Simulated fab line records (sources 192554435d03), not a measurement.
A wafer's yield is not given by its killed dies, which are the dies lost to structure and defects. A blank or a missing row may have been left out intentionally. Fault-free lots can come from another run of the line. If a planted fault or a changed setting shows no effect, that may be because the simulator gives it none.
A lot that was struck, set against a sound lot / flow n5_finfet / 15 out of 1938 route steps
Sound: these wafers, L596.2, L596.3, L596.6. Wafers struck: L594.1, L594.2, L594.6. The cause comes at the end.
At each step with rows: each side's tool, then ch and its chambers, then its first start. Under that, the readings that differ: sound wafers / struck wafers / difference of the means / sigmas: that difference in standard deviations of wafers without a fault.
alike: readings whose means differ by less than 2 such deviations, and words and numbers that are the same on both sides. not compared: withheld readings, readings that some wafer has no value for, bounds like >300 that may hide the same value, and numbers for which the record gives no deviation and whose values overlap.
Wherever a step has rows on one side only, a row that says differs or no value, or a row with sigmas, the two part there. Numbers that have no deviation but don't overlap get no sigmas and don't part them. A reading missing from all wafers of one side parts the sides only when that side holds two or more wafers.

N5_WELL_APT_DESCUM_30: chemistry O2, time 7.9 s.
  sound on rie_diel-03 ch 0,1, day 7 02:53; struck on rie_diel-02 ch 0,2,3, day 6 16:10
  alike: drypump_motor_current_A, o2_flow_sccm, oes_product_au, rf_vpp_V, showerhead_plenum_p_Torr, throttle_valve_pct
  not compared: rf_hours_counter_h
then, 3 steps without rows for these wafers: N5_WELL_APT_IMPLANT_31; N5_WELL_APT_IMPLANT_32; N5_WELL_APT_STRIP_33 (strips in SPM, time 900 s).
N5_WELL_APT_RTA_34: time 10 s.
  sound on rtp_anneal-01 ch 0, day 7 03:44; struck on rtp_anneal-02 ch 0, day 6 16:56
  alike: lamp_power_pct, wafer_temp_C_max
then, 4 steps without rows for these wafers: N5_WELL_APT_OXIDE_STRIP_42 (strips SiO2 in dHF, time 45 s, target depth 12 nm); N5_WELL_APT_PRECLEAN_36 (cleans in O3/DIW, time 45 s); N5_WELL_APT_PRECLEAN_39 (cleans in dHF, time 60 s); N5_WELL_APT_SRD_37 (time 30 s).
N5_WELL_APT_EPI_41: deposits Si from SiH4/H2, target thk 50 nm, time 297.7 s.
  sound on epi_rpcvd-02 ch 0, day 7 04:04; struck on epi_rpcvd-02 ch 0, day 6 17:11
  alike: throttle_valve_pct
N5_WELL_APT_INSPECT_38: inspects for defects (darkfield).
  struck on defect_inspect-02, day 6 17:49; sound on defect_inspect-01, day 7 04:36
  alike: raw_defect_count
N5_PMOS_HMC_CHANNEL_EPI_HM_DEP_34: deposits SiO2 from TEOS/O2, target thk 36 nm, time 6.9 s.
  sound on pecvd-03 ch 0,1, day 7 04:38; struck on pecvd-03 ch 0,2, day 6 17:52
  alike: heater_power_w, showerhead_plenum_p_Torr, throttle_valve_pct
N5_PMOS_HMC_CHANNEL_EPI_COAT_31: time 60 s, resist thk 66 nm.
  sound on litho_track-05 ch 0, day 7 04:43; struck on litho_track-03 ch 0, day 6 17:55
reading=exhaust_pa (Pa); sound=42.4 43.3 44.7; struck=45.2 46.8 45.3; difference=+2.3; sigmas=+2
reading=heater_power_total_W (W); sound=392.9 389.5 393.2; struck=384.1 387.0 387.0; difference=-5.8; sigmas=-4
reading=plate_temp_C (C); sound=205.06 205.05 205.02; struck=202.50 202.60 202.60; difference=-2.48; sigmas=-15
  alike: chill_plate_temp_C
then, 1 step without rows for these wafers: N5_PMOS_HMC_CHANNEL_EPI_COAT_03 (resist thk 205 nm).
-- a jump in the record: the struck wafers' starts before and after are 6 days apart (it breaks off in module PMOS_HMC_CHANNEL_EPI and resumes in module BEOL_M4, where the first step shown is number 1111 of the route) --
N5_BEOL_M4_RC_MEAS_101:
  sound on prober-02 ch 0, day 14 12:44; struck on prober-01 ch 0, day 13 01:22
  alike: DIBL_N, DIBL_P, IOFF_N, IOFF_P, ION_N, ION_P, SS_N, SS_P, VT_N, VT_P

== WHERE THEY PART ==
Only at N5_PMOS_HMC_CHANNEL_EPI_COAT_31, as far as this record shows. Later steps at which nothing parts them and some readings are alike: N5_BEOL_M4_RC_MEAS_101.

WHY: whatever the simulator had introduced
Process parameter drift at N5_PMOS_HMC_CHANNEL_EPI_COAT_31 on litho_track-03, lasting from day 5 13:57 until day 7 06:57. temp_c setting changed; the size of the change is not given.
